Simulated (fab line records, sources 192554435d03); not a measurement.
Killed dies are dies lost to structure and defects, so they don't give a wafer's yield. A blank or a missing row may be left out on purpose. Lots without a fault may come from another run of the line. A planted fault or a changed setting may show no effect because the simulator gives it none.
Which tool did it? | flow n5_finfet | 10 lots, 28 wafers sampled, at 5 steps of a route of 1938

WHAT THE GAUGES READ, wafer by wafer
N5_FIN_SAQP_INSPECT_40: inspects for defects (brightfield).
lot  | measured    | on                | raw_defect_count
L122 | day 2 04:16 | defect_inspect-01 | 249 324 225
L127 | day 3 09:29 | defect_inspect-02 | 231 178 249
L129 | day 3 22:56 | defect_inspect-01 | 375 272
L130 | day 4 03:34 | defect_inspect-02 | 312 261
L136 | day 5 14:15 | defect_inspect-01 | 240 239 169
L137 | day 5 20:47 | defect_inspect-01 | 228 212 213
L138 | day 6 02:50 | defect_inspect-01 | 670 659 564
L139 | day 6 08:35 | defect_inspect-01 | 240 185 160
L141 | day 7 00:26 | defect_inspect-01 | 601 568 642
L145 | day 7 20:34 | defect_inspect-01 | 237 204 326

WHICH TOOL RAN EACH LOT (tool, then ch and the chambers of the sampled wafers, then the start)
lot  | N5_FIN_SAQP_DENSIFY_62          | N5_FIN_SAQP_PECVD_06           | N5_FIN_SAQP_HM_DEP_72          | N5_FIN_SAQP_ETCH_52
L122 | rtp_anneal-02 ch 0, day 1 22:28 | pecvd-03 ch 0,1,2, day 1 22:57 | pecvd-01 ch 0,1,2, day 1 23:05 | rie_diel-06 ch 1,3, day 1 23:44
L127 | rtp_anneal-01 ch 0, day 3 04:02 | pecvd-03 ch 0,2, day 3 04:27   | pecvd-02 ch 0,2, day 3 04:34   | rie_diel-01 ch 0,2,3, day 3 05:13
L129 | rtp_anneal-02 ch 0, day 3 15:42 | pecvd-03 ch 0,1, day 3 16:02   | pecvd-03 ch 1,2, day 3 16:09   | rie_diel-01 ch 0,3, day 3 16:41
L130 | rtp_anneal-02 ch 0, day 3 22:00 | pecvd-03 ch 2, day 3 22:26     | pecvd-02 ch 0, day 3 22:34     | rie_diel-01 ch 2,3, day 3 23:12
L136 | rtp_anneal-01 ch 0, day 5 08:57 | pecvd-03 ch 0,1,2, day 5 09:22 | pecvd-01 ch 0,1,2, day 5 09:31 | rie_diel-05 ch 1,2,3, day 5 10:01
L137 | rtp_anneal-01 ch 0, day 5 14:37 | pecvd-01 ch 0,1,2, day 5 14:58 | pecvd-02 ch 0,1,2, day 5 15:05 | rie_diel-06 ch 0,2,3, day 5 16:18
L138 | rtp_anneal-01 ch 0, day 5 21:29 | pecvd-03 ch 0,1,2, day 5 21:54 | pecvd-02 ch 0,1,2, day 5 22:02 | rie_diel-06 ch 0,1,2, day 5 22:40
L139 | rtp_anneal-02 ch 0, day 6 03:02 | pecvd-01 ch 1,2, day 6 03:28   | pecvd-01 ch 0,1, day 6 03:35   | rie_diel-06 ch 1,3, day 6 04:13
L141 | rtp_anneal-02 ch 0, day 6 17:33 | pecvd-03 ch 0,2, day 6 17:58   | pecvd-02 ch 0,1, day 6 18:07   | rie_diel-01 ch 0,2, day 6 19:26
L145 | rtp_anneal-02 ch 0, day 7 15:19 | pecvd-02 ch 0,1,2, day 7 15:44 | pecvd-03 ch 0,2, day 7 15:52   | rie_diel-05 ch 0,1,3, day 7 16:30
- N5_FIN_SAQP_DENSIFY_62: time 60 s.
- N5_FIN_SAQP_PECVD_06: deposits a-Si from SiH4/He, target thk 60 nm, time 48.1 s.
- N5_FIN_SAQP_HM_DEP_72: deposits SiO2 from SiH4/N2O, target thk 12 nm, time 7.2 s.
- N5_FIN_SAQP_ETCH_52: etches SOC in N2/H2, target depth 100 nm, overetch 20 nm, time 150 s.

THE ANSWER, worked out from the rows above alone
Rule: what is usual is taken from the lots themselves. Put in order of their means at a reading, lots are off if they are a third of the lots or fewer, leave a main group of 4 or more, and stand apart from it by a gap of 3 or more times the standard deviation of the main group's means; of several such gaps the widest counts. A main group whose means are all the same, to the digits that the tables above print for the reading, isn't used. A lot without any number at a reading at which 4 lots or more have one is off too. The other lots that the step has rows for count as sound.
Off: L138, L141, at N5_FIN_SAQP_INSPECT_40 (raw_defect_count). The main group: mean 247, standard deviation 41.
A tool fits if, at a process step before that reading, it ran every lot that is off, and no sound lot after the first of them. The gauges at N5_FIN_SAQP_INSPECT_40 are tried like those tools. Can't be told from this: 2 tools fit, pecvd-03 at N5_FIN_SAQP_PECVD_06, pecvd-02 at N5_FIN_SAQP_HM_DEP_72.

WHAT THE SIMULATOR HAD PUT IN
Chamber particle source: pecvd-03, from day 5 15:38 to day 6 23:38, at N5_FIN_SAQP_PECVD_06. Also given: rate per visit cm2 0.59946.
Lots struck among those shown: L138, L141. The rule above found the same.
